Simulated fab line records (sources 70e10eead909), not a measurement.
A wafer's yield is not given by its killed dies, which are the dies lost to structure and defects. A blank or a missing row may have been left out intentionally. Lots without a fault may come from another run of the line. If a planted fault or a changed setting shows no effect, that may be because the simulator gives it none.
Which tool did it? -- flow nand harc -- Sampling: 13 lots, 39 wafers, 6 of 1159 route steps

WHAT EACH GAUGE READ, for each wafer
NHARC_P_ZERO_WELL_CD_MEAS_11 targets a cd of 500 nm. Usual: cd nm at 499.5 nm, with a standard deviation of 1.9.
lot,measured,on,cd nm (nm),flag
L450,day 1 13:15,cd sem-02,499.8 498.2 500.6,
L453,day 2 07:15,cd sem-03,500.3 501.7 502.0,
L454,day 2 13:15,cd sem-03,497.2 497.1 500.5,
L455,day 2 19:16,cd sem-03,501.8 500.6 499.9,
L456,day 3 01:14,cd sem-03,503.0 499.0 501.1,
L457,day 3 07:14,cd sem-01,497.7 499.9 501.2,
L458,day 3 13:15,cd sem-01,500.6 497.1 502.2,
L460,day 4 01:14,cd sem-01,499.7 497.5 498.1,
L463,day 4 19:22,cd sem-01,497.3 501.0 499.0,
L469,day 6 07:14,cd sem-03,497.9 498.9 498.1,
L471,day 6 19:07,cd sem-02,498.8 500.1 496.4,
L472,day 7 01:14,cd sem-01,497.5 501.8 498.2,
L473,day 7 07:07,cd sem-03,501.6 503.5 500.3,

NHARC_P_GATE_CD_MEAS_26 targets a cd of 120 nm. Usual: cd nm at 119.8 nm, with a standard deviation of 0.66.
lot,measured,on,cd nm (nm),flag
L450,day 4 10:58,cd sem-03,120.5 120.0 120.1,
L453,day 5 13:05,cd sem-03,118.4 119.9 119.3,
L454,day 5 13:14,cd sem-01,120.0 119.7 120.8,
L455,day 6 01:15,cd sem-02,121.2 120.0 120.9,
L456,day 6 06:50,cd sem-02,119.6 120.4 120.2,
L457,day 6 06:41,cd sem-01,120.2 119.6 120.0,
L458,day 6 20:30,cd sem-03,120.2 119.9 120.5,
L460,day 7 05:20,cd sem-01,119.2 119.9 120.2,
L463,day 7 21:11,cd sem-02,106.0 105.8 105.8,OFF
L469,day 9 09:49,cd sem-03,119.1 120.2 119.8,
L471,day 10 01:59,cd sem-01,119.8 120.7 120.0,
L472,day 10 02:31,cd sem-01,118.9 118.2 119.3,
L473,day 10 02:09,cd sem-03,121.0 120.1 120.7,

NHARC_END_SORT_01. Usual: killed at array 27, standard deviation 11; killed at other 0.6, standard deviation 0.89; killed at periphery 3.0, standard deviation 2.4; killed dies 31, standard deviation 12; killed open 3.2, standard deviation 1.6; killed short 2.0, standard deviation 1.5.
lot,measured,on,killed at array,killed at other,killed at periphery,killed dies,killed open,killed short,flag
L463,day 22 03:23,prober-02,45 45,0 0,5 6,50 51,2 3,2 1,

WHICH TOOL RAN EACH LOT (tool, then ch and the chambers of the sampled wafers, then the start)
lot,NHARC_P_ZERO_WELL_DESCUM_13,NHARC_P_GATE_EXPOSE_23,NHARC_P_GATE_DEGAS_109
L450,"rie diel-12 ch 0,2,3, day 1 13:24","arfi scanner-01 ch 0, day 4 10:50","pvd sputter-03, day 5 04:45"
L453,"rie diel-04 ch 0,1,2, day 2 07:32","arfi scanner-03 ch 0, day 5 12:56","pvd sputter-02, day 6 07:08"
L454,"rie diel-04 ch 0,2,3, day 2 13:25","arfi scanner-01 ch 0, day 5 13:05","pvd sputter-02, day 6 06:45"
L455,"rie diel-09 ch 0,1,2, day 2 19:26","arfi scanner-01 ch 0, day 6 01:07","pvd sputter-01, day 6 18:56"
L456,"rie diel-12 ch 0,1,3, day 3 01:24","arfi scanner-03 ch 0, day 6 06:41","pvd sputter-01, day 7 01:13"
L457,"rie diel-12 ch 1,2,3, day 3 07:25","arfi scanner-02 ch 0, day 6 06:32","pvd sputter-03, day 7 00:45"
L458,"rie diel-12 ch 1,2,3, day 3 13:25","arfi scanner-02 ch 0, day 6 20:22","pvd sputter-02, day 7 15:05"
L460,"rie diel-04 ch 0,1, day 4 01:24","arfi scanner-02 ch 0, day 7 05:11","pvd sputter-03, day 7 23:30"
L463,"rie diel-12 ch 1,2,3, day 4 19:32","arfi scanner-02 ch 0, day 7 21:02","pvd sputter-02, day 8 17:02"
L469,"rie diel-09 ch 0,2, day 6 07:23","arfi scanner-03 ch 0, day 9 09:41","pvd sputter-03, day 10 03:22"
L471,"rie diel-04 ch 0,1,3, day 6 19:16","arfi scanner-03 ch 0, day 10 01:52","pvd sputter-02, day 10 19:59"
L472,"rie diel-09 ch 0,2,3, day 7 01:25","arfi scanner-02 ch 0, day 10 02:23","pvd sputter-01, day 10 20:51"
L473,"rie diel-04 ch 0,2, day 7 07:17","arfi scanner-02 ch 0, day 10 02:01","pvd sputter-03, day 10 19:49"
- NHARC_P_ZERO_WELL_DESCUM_13: chemistry O2, time 3 s.
- NHARC_P_GATE_EXPOSE_23: exposes mask P GATE, target cd 120 nm.
- NHARC_P_GATE_DEGAS_109: time 60 s.

AS READ BY THE TOOLS THEMSELVES (means over the sampled wafers that have a number; for cases with no such wafer, the mark the record gives instead)
NHARC_P_ZERO_WELL_DESCUM_13. Usual: drypump motor current A 5.69 A, standard deviation 0.3; mfc ar sccm 0.010 sccm, standard deviation 0.014; oes product au 0.999 a.u., standard deviation 0.0089; rf vpp V 57.9 V, standard deviation 0.89; showerhead plenum p Torr 1.92 Torr, standard deviation 0.084; throttle valve pct 11.311 %, standard deviation 0.0091.
lot,tool,drypump motor current A (A),mfc ar sccm (sccm),oes product au (a.u.),rf vpp V (V),showerhead plenum p Torr (Torr),throttle valve pct (%),flag
L450,rie diel-12,5.74,0.014,1.001,58.0,1.96,11.317,
L453,rie diel-04,5.78,0.011,0.998,57.9,1.89,11.302,
L454,rie diel-04,5.54,0.003,1.001,57.8,1.84,11.311,
L455,rie diel-09,5.81,0.008,0.994,57.6,1.90,11.309,
L456,rie diel-12,5.60,0.014,1.000,58.2,1.99,11.306,
L457,rie diel-12,5.56,0.000,0.997,58.1,2.03,11.315,
L458,rie diel-12,5.56,0.000,0.996,58.7,2.03,11.303,
L460,rie diel-04,5.87,0.011,0.999,57.9,1.89,11.314,
L463,rie diel-12,5.56,0.000,0.994,58.3,2.03,11.312,
L469,rie diel-09,5.75,0.013,1.006,57.9,1.93,11.312,
L471,rie diel-04,5.74,0.014,1.010,58.0,1.87,11.306,
L472,rie diel-09,5.89,0.015,1.001,57.7,1.94,11.304,
L473,rie diel-04,5.62,0.000,0.997,58.2,1.86,11.316,

NHARC_P_GATE_DEGAS_109. Usual: heater power w at 434 W, with a standard deviation of 34.
lot,tool,heater power w (W),flag
L450,pvd sputter-03,421,
L453,pvd sputter-02,422,
L454,pvd sputter-02,409,
L455,pvd sputter-01,444,
L456,pvd sputter-01,446,
L457,pvd sputter-03,433,
L458,pvd sputter-02,439,
L460,pvd sputter-03,421,
L463,pvd sputter-02,410,
L469,pvd sputter-03,420,
L471,pvd sputter-02,430,
L472,pvd sputter-01,486,
L473,pvd sputter-03,429,

THE ANSWER, worked out from the rows above alone
Rule: take the mean of a lot's wafers that have a number; if it is more than 3 standard deviations from the usual mean, the lot is off. Also off: a lot with no number at a reading for which 4 or more lots have one. All remaining lots with rows at the step are treated as sound. First the gauges in route order, then the tools' own readings, where a lot's mean is used as printed above. At the first step where some lot is off, the reading lying furthest off is the one used; lots without a number count as furthest.
Off: L463, at NHARC_P_GATE_CD_MEAS_26 (cd nm).
A tool fits if, at a process step before that reading, it ran every lot that is off, and no sound lot after the first of them. Gauges at NHARC_P_GATE_CD_MEAS_26: tried the same way as those tools. Can't be told from this: 2 tools fit, rie diel-12 at NHARC_P_ZERO_WELL_DESCUM_13, cd sem-02 at NHARC_P_GATE_CD_MEAS_26.

WHAT HAD BEEN PUT IN BY THE SIMULATOR
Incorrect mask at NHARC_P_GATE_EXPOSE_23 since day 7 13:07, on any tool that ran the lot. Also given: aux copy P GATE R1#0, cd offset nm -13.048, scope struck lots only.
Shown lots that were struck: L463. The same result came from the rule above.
